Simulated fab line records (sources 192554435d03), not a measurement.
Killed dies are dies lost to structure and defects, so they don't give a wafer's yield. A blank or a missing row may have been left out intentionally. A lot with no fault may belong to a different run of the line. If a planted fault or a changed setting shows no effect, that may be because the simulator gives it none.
fab line records	flow n5Finfet
[record] lots = 7	wafers = 21	lastDay = 17
route steps=1938 shown BEOL_M4@1083 PASSIVATION@1936
lots with no fault: from the same line, run without faults
startH: hours from the record's opening day to when the first of the lot's shown wafers began	waitH: time in hours since the lot's previous step	" the same as in the row above	L1.1+2: one row covering several wafers at once	- value missing, or start not given	* or withheld: withheld	< > ~ a bound
route shown NAME@n: names a module that has steps shown in the file, with the first one's number in the route	usual: the fault-free wafers' mean and standard deviation	same: alike in all rows	chamber/n: place in a boat	sites: per-site readings	_std_site: the standard deviation of these	_edge_site: mean of outer sites minus mean of inner sites	radiusMm: how far each site lies from the wafer's centre	mask NAME#n: copy n	behind: the most recent tool/chamber to have shaped the wafer	hold: reason for holding the lot/hours on hold/outcome of the hold	device: names the non-switching transistor (n, p or np)	end of line: tests of these same wafers at the route's end	where a step has no rows: the recipe by itself	killed: the dies lost at the first sort to structure and to defects; this is not the yield of the wafer	map: a wafer's dies, x killed, . not, _ none there
set.NAME: the setting that was run; set.NAME@STEP: the one run at that earlier step	model.NAME: the simulator's own value behind a step, which no gauge read
lots seen at some steps along the route; tables by step, rows by wafer
[[steps]]
[step N5_BEOL_M4_CVD_47]
[recipe] material = Co	targetThkA = 30	tempC = withheld	precursor = CCTBA/H2	pressureTorr = 30	timeS = 223.8
[step N5_BEOL_M4_SPUTTER_48]
[recipe] material = Cu	targetThkA = 45	tempC = -20	chamberPressurePa = 0.07	powerW = withheld	timeS = 8.29
[step N5_BEOL_M4_ANNEAL_49]
[recipe] tempC = 400	timeS = 240	ambient = vacuum
[usual] heaterPowerW = 859/86	susceptorTempC = 399.98/0.22
lot.wafer	tool	chamber	startH	waitH	heaterPowerW	susceptorTempC
L720.3	pvdSputter-02	-	216.04	0.0	832	399.86
L720.4	"	-	"	"	776	399.72
L720.5	"	-	"	"	784	399.78
L721.3	pvdSputter-03	-	230.59	0.0	865	400.08
L721.5	"	-	"	"	992	399.91
L721.6	"	-	"	"	807	400.22
L722.2	pvdSputter-03	-	234.83	0.0	990	399.95
L722.4	"	-	"	"	794	399.93
L722.5	"	-	"	"	816	399.65
L723.1	pvdSputter-03	-	237.35	0.0	1004	399.93
L723.4	"	-	"	"	887	399.77
L723.5	"	-	"	"	788	400.03
L732.1	pvdSputter-03	-	281.17	0.0	814	400.29
L732.3	"	-	"	"	1033	399.88
L732.4	"	-	"	"	873	400.37
L731.1	pvdSputter-02	-	281.67	0.0	774	399.90
L731.3	"	-	"	"	818	400.77
L731.5	"	-	"	"	766	400.23
L733.2	pvdSputter-03	-	299.15	0.0	1001	399.79
L733.5	"	-	"	"	961	400.07
L733.6	"	-	"	"	857	400.27
[step N5_BEOL_M4_SPUTTER_79]
[recipe] material = Cu	targetThkA = 45	tempC = -20	chamberPressurePa = 0.07	powerW = withheld	timeS = 8.29
[step N5_BEOL_M4_ANNEAL_80]
[recipe] tempC = 400	timeS = 240	ambient = vacuum
[step N5_BEOL_M4_SPUTTER_81]
[recipe] material = Cu	targetThkA = 45	tempC = -20	chamberPressurePa = 0.07	powerW = withheld	timeS = 8.29
[usual] chamberPressurePa = 0.06998/0.00014	throttleValvePct = 30.1/1.3
lot.wafer	tool	chamber	startH	waitH	chamberPressurePa	throttleValvePct
L720.3	pvdSputter-02	-	216.40	0.1	0.0701	28.2
L720.4	"	-	"	"	0.07016	31.1
L720.5	"	-	"	"	0.07008	31.2
L721.3	pvdSputter-03	-	230.95	0.1	0.07025	29.6
L721.5	"	-	"	"	0.06988	32.6
L721.6	"	-	"	"	0.06951	30.1
L722.2	pvdSputter-03	-	235.19	0.1	0.06959	32.2
L722.4	"	-	"	"	0.06992	30.4
L722.5	"	-	"	"	0.06986	30.4
L723.1	pvdSputter-03	-	237.71	0.1	0.06997	32.3
L723.4	"	-	"	"	0.07	29.6
L723.5	"	-	"	"	0.07002	30.2
L732.1	pvdSputter-03	-	281.53	0.1	0.06998	30.3
L732.3	"	-	"	"	0.07009	32.3
L732.4	"	-	"	"	0.06992	29.6
L731.1	pvdSputter-02	-	282.03	0.1	0.07002	31.3
L731.3	"	-	"	"	0.06978	28.0
L731.5	"	-	"	"	0.0699	31.4
L733.2	pvdSputter-03	-	299.51	0.1	0.06981	32.4
L733.5	"	-	"	"	0.06993	28.3
L733.6	"	-	"	"	0.06994	29.6
[step N5_BEOL_M4_ANNEAL_82]
[recipe] tempC = 400	timeS = 240	ambient = vacuum
[usual] heaterPowerW = 861/88	susceptorTempC = 399.98/0.21
lot.wafer	tool	chamber	startH	waitH	heaterPowerW	susceptorTempC
L720.3	pvdSputter-02	-	216.48	0.0	830	400.17
L720.4	"	-	"	"	747	399.75
L720.5	"	-	"	"	771	399.88
L721.3	pvdSputter-03	-	231.03	0.0	884	400.06
L721.5	"	-	"	"	1019	399.77
L721.6	"	-	"	"	805	399.58
L722.2	pvdSputter-03	-	235.27	0.0	1004	399.61
L722.4	"	-	"	"	816	399.97
L722.5	"	-	"	"	807	399.75
L723.1	pvdSputter-03	-	237.79	0.0	1032	400.00
L723.4	"	-	"	"	870	400.22
L723.5	"	-	"	"	829	400.08
L732.1	pvdSputter-03	-	281.61	0.0	822	399.62
L732.3	"	-	"	"	1008	400.13
L732.4	"	-	"	"	884	400.18
L731.1	pvdSputter-02	-	282.11	0.0	762	400.17
L731.3	"	-	"	"	846	400.23
L731.5	"	-	"	"	799	400.02
L733.2	pvdSputter-03	-	299.59	0.0	1031	400.04
L733.5	"	-	"	"	953	399.77
L733.6	"	-	"	"	882	400.30
[step N5_BEOL_M4_SPUTTER_86]
[recipe] material = Cu	targetThkA = 45	tempC = -20	chamberPressurePa = 0.07	powerW = withheld	timeS = 8.29
[usual] chamberPressurePa = 0.07001/0.00014	throttleValvePct = 30.2/1.4
lot.wafer	tool	chamber	startH	waitH	chamberPressurePa	throttleValvePct
L720.3	pvdSputter-02	-	216.62	0.1	0.07003	27.9
L720.4	"	-	"	"	0.07012	31.1
L720.5	"	-	"	"	0.07031	31.2
L721.3	pvdSputter-03	-	231.17	0.1	0.07008	29.7
L721.5	"	-	"	"	0.07009	32.4
L721.6	"	-	"	"	0.07009	30.5
L722.2	pvdSputter-03	-	235.41	0.1	0.06998	32.2
L722.4	"	-	"	"	0.07015	30.3
L722.5	"	-	"	"	0.07008	30.4
L723.1	pvdSputter-03	-	237.93	0.1	0.06998	32.4
L723.4	"	-	"	"	0.06983	29.4
L723.5	"	-	"	"	0.07012	30.5
L732.1	pvdSputter-03	-	281.75	0.1	0.06989	30.2
L732.3	"	-	"	"	0.06992	32.1
L732.4	"	-	"	"	0.07002	29.4
L731.1	pvdSputter-02	-	284.15	2.0	0.07008	31.4
L731.3	"	-	"	"	0.06994	27.8
L731.5	"	-	"	"	0.07011	31.5
L733.2	pvdSputter-03	-	299.73	0.1	0.07015	32.4
L733.5	"	-	"	"	0.07016	28.6
L733.6	"	-	"	"	0.07003	29.8
[step N5_BEOL_M4_ANNEAL_87]
[recipe] tempC = 400	timeS = 240	ambient = vacuum
[step N5_BEOL_M4_SPUTTER_88]
[recipe] material = Cu	targetThkA = 45	tempC = -20	chamberPressurePa = 0.07	powerW = withheld	timeS = 8.29
[usual] chamberPressurePa = 0.06999/0.00013	throttleValvePct = 30.2/1.3
lot.wafer	tool	chamber	startH	waitH	chamberPressurePa	throttleValvePct
L720.3	pvdSputter-02	-	216.84	0.1	0.07009	27.8
L720.4	"	-	"	"	0.07	31.3
L720.5	"	-	"	"	0.07004	31.1
L721.3	pvdSputter-03	-	231.39	0.1	0.06998	29.5
L721.5	"	-	"	"	0.07018	32.3
L721.6	"	-	"	"	0.06999	30.3
L722.2	pvdSputter-03	-	235.63	0.1	0.06997	32.4
L722.4	"	-	"	"	0.07008	30.2
L722.5	"	-	"	"	0.06998	30.1
L723.1	pvdSputter-03	-	238.15	0.1	0.07006	32.5
L723.4	"	-	"	"	0.06976	29.7
L723.5	"	-	"	"	0.07026	30.0
L732.1	pvdSputter-03	-	281.97	0.1	0.06992	30.5
L732.3	"	-	"	"	0.06998	32.4
L732.4	"	-	"	"	0.06976	29.6
L731.1	pvdSputter-02	-	284.37	0.1	0.07012	31.7
L731.3	"	-	"	"	0.07025	28.0
L731.5	"	-	"	"	0.06998	31.4
L733.2	pvdSputter-03	-	299.95	0.1	0.06992	32.3
L733.5	"	-	"	"	0.06999	28.5
L733.6	"	-	"	"	0.06981	29.6
[step N5_BEOL_M4_ANNEAL_89]
[recipe] tempC = 400	timeS = 240	ambient = vacuum
[step N5_BEOL_M4_SPUTTER_90]
[recipe] material = Cu	targetThkA = 45	tempC = -20	chamberPressurePa = 0.07	powerW = withheld	timeS = 8.29
[step N5_BEOL_M4_ANNEAL_91]
[recipe] tempC = 400	timeS = 240	ambient = vacuum
[usual] heaterPowerW = 859/88	susceptorTempC = 399.94/0.22
lot.wafer	tool	chamber	startH	waitH	heaterPowerW	susceptorTempC
L720.3	pvdSputter-02	-	217.14	0.0	840	399.88
L720.4	"	-	"	"	786	399.99
L720.5	"	-	"	"	796	399.77
L721.3	pvdSputter-03	-	231.69	0.0	-	-
L721.5	"	-	"	"	-	-
L721.6	"	-	"	"	-	-
L722.2	pvdSputter-03	-	235.93	0.0	-	-
L722.4	"	-	"	"	-	-
L722.5	"	-	"	"	-	-
L723.1	pvdSputter-03	-	238.45	0.0	-	-
L723.4	"	-	"	"	-	-
L723.5	"	-	"	"	-	-
L732.1	pvdSputter-03	-	282.27	0.0	801	399.54
L732.3	"	-	"	"	1026	399.75
L732.4	"	-	"	"	863	400.16
L731.1	pvdSputter-02	-	284.67	0.0	776	399.99
L731.3	"	-	"	"	847	399.89
L731.5	"	-	"	"	792	400.12
L733.2	pvdSputter-03	-	300.25	0.0	1000	399.95
L733.5	"	-	"	"	959	399.89
L733.6	"	-	"	"	835	400.22
[step N5_BEOL_M4_SPUTTER_92]
[recipe] material = Cu	targetThkA = 45	tempC = -20	chamberPressurePa = 0.07	powerW = withheld	timeS = 8.29
[step N5_BEOL_M4_RC_MEAS_101]
[usual] DIBL_N = 36.2/1.7	DIBL_P = 36.2/2.2	IOFF_N = 0.16/0.035	IOFF_P = 0.21/0.042	ION_N = 673/13	ION_P = 462/7.9	SS_N = 71.4/0.59	SS_P = 73.2/0.7	VT_N = 250/3.6	VT_P = -251/3.5
lot.wafer	tool	chamber	startH	waitH	DIBL_N[mV/V]	DIBL_P[mV/V]	IOFF_N[nA/um]	IOFF_P[nA/um]	ION_N[uA/um]	ION_P[uA/um]	SS_N[mV/dec]	SS_P[mV/dec]	VT_N[mV]	VT_P[mV]
L720.3	prober-01	0	219.16	0.3	36.6	34.8	0.15	0.22	665	466	70.8	72.4	250	-246
L720.4	"	0	"	"	36.7	34.9	0.16	0.22	678	463	71.9	72.7	251	-249
L720.5	"	0	"	"	40.0	39.1	0.22	0.29	691	474	71.6	73.5	248	-245
L721.3	prober-01	0	233.78	0.3	36.2	37.8	0.16	0.23	667	467	71.5	73.9	251	-248
L721.5	"	0	"	"	37.1	37.8	0.16	0.23	673	463	71.8	73.4	247	-247
L721.6	"	0	"	"	36.7	36.5	0.15	0.21	663	459	71.7	73.4	252	-252
L722.2	prober-01	0	237.76	0.2	40.1	40.2	0.23	0.26	680	464	72.5	73.4	244	-252
L722.4	"	0	"	"	33.8	33.7	0.12	0.17	653	449	70.6	72.2	256	-253
L722.5	"	0	"	"	38.5	39.5	0.21	0.26	688	465	71.7	73.7	247	-251
L723.1	prober-01	0	240.13	0.0	35.8	35.0	0.14	0.20	668	462	71.3	72.7	250	-251
L723.4	"	0	"	"	37.8	38.1	0.20	0.25	690	469	72.2	73.8	245	-249
L723.5	"	0	"	"	36.3	36.6	0.17	0.23	689	469	70.8	73.9	249	-249
L732.1	prober-02	0	283.98	0.0	35.4	36.5	0.15	0.19	669	461	71.2	73.4	248	-253
L732.3	"	0	"	"	33.8	34.5	0.12	0.16	661	455	70.8	72.2	253	-254
L732.4	"	0	"	"	33.0	33.4	0.12	0.15	670	462	70.6	73.1	254	-255
L731.1	prober-01	0	287.80	0.0	37.7	35.8	0.18	0.20	674	459	70.9	72.5	249	-249
L731.3	"	0	"	"	38.4	36.5	0.17	0.21	670	454	71.9	73.7	251	-252
L731.5	"	0	"	"	36.7	34.2	0.15	0.18	659	451	71.3	73.1	253	-251
L733.2	prober-01	0	302.35	0.2	37.6	36.4	0.15	0.23	666	464	71.0	72.8	252	-248
L733.5	"	0	"	"	36.7	34.8	0.15	0.21	678	466	71.3	72.7	248	-251
L733.6	"	0	"	"	36.3	34.9	0.13	0.20	673	466	71.0	73.6	252	-249
[step N5_PASSIVATION_PROBE_49]
[usual] defectLimitedYield = 91.4/1.4	killed_at_M0_to_M3 = 31/10	killed_at_M4_up = 14/5.6	killedAtContacts = 13/6.3	killedAtFrontEnd = 39/10	killedAtOther = 4/3.1	killedDies = 101/16	killedOpen = 65/13	killedShort = 34/7.2	sort_bin_5_function = 5.1/0.88	sort_bin_6_memory = 3.2/0.66	sortNPass = 1079/16	sortYieldPct = 91.4/1.4
[same] grossDies = 1180	killedAtBackSide = 0	sort_bin_4_leakage[%] = 0	sort_bin_8_speed[%] = 0
lot.wafer	tool	chamber	startH	waitH	defectLimitedYield[%]	killed_at_M0_to_M3	killed_at_M4_up	killedAtContacts	killedAtFrontEnd	killedAtOther	killedDies	killedOpen	killedShort	sort_bin_5_function[%]	sort_bin_6_memory[%]	sortNPass	sortYieldPct[%]
L720.3	prober-02	-	325.17	0.1	90.1	51	13	9	39	5	117	73	41	5.6	4.1	1063	90.1
L720.4	prober-02	-	325.22	0.2	91.3	33	8	5	53	4	103	63	39	4.6	3.7	1077	91.3
L720.5	prober-02	-	325.27	0.2	90.4	30	12	11	59	1	113	61	52	6.6	2.5	1067	90.4
// killed by level:class
L720.3 BEOL_M2:geometricParticle:open=17 BEOL_M0_SAQP:geometricParticle:open=14 GATE_CUT:geometricParticle:short=11 MOL_CONTACT_COAG:geometricParticle:open=9 FIN_SAQP:geometricParticle:short=7 FIN_SAQP:geometricParticle:open=7 BEOL_M0_SAQP:geometricParticle:short=6 STI_FIN_REVEAL:geometricParticle:open=5
L720.4 GATE_CUT:geometricParticle:short=13 STI_FIN_REVEAL:geometricParticle:open=11 BEOL_M0_SAQP:geometricParticle:open=11 ILD0:geometricParticle:open=8 BEOL_M0_SAQP:geometricParticle:short=8 BEOL_M2:geometricParticle:open=6 MOL_CONTACT_COAG:geometricParticle:open=5 DUMMY_GATE:geometricParticle:open=4
L720.5 FIN_SAQP:geometricParticle:short=15 FIN_SAQP:geometricParticle:open=11 GATE_CUT:geometricParticle:short=11 MOL_CONTACT_COAG:geometricParticle:open=9 BEOL_M0_SAQP:geometricParticle:short=9 BEOL_M0_SAQP:geometricParticle:open=7 BEOL_M3:geometricParticle:open=6 STI_FIN_REVEAL:geometricParticle:open=4
[[key]]
[firstSign] step = N5_BEOL_M4_ANNEAL_91	reading = toolRecord	direction = missing
effect none on later readings
metAt N5_BEOL_M4_ANNEAL_91
struckWafers L721.3,L721.5,L721.6,L722.2,L722.4,L722.5,L723.1,L723.4,L723.5
[fault] kind = skippedStepWhole	tool = pvdSputter-03	chamber = -	onsetH = 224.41	steps = N5_BEOL_M4_ANNEAL_91	scope = struckLotsOnly
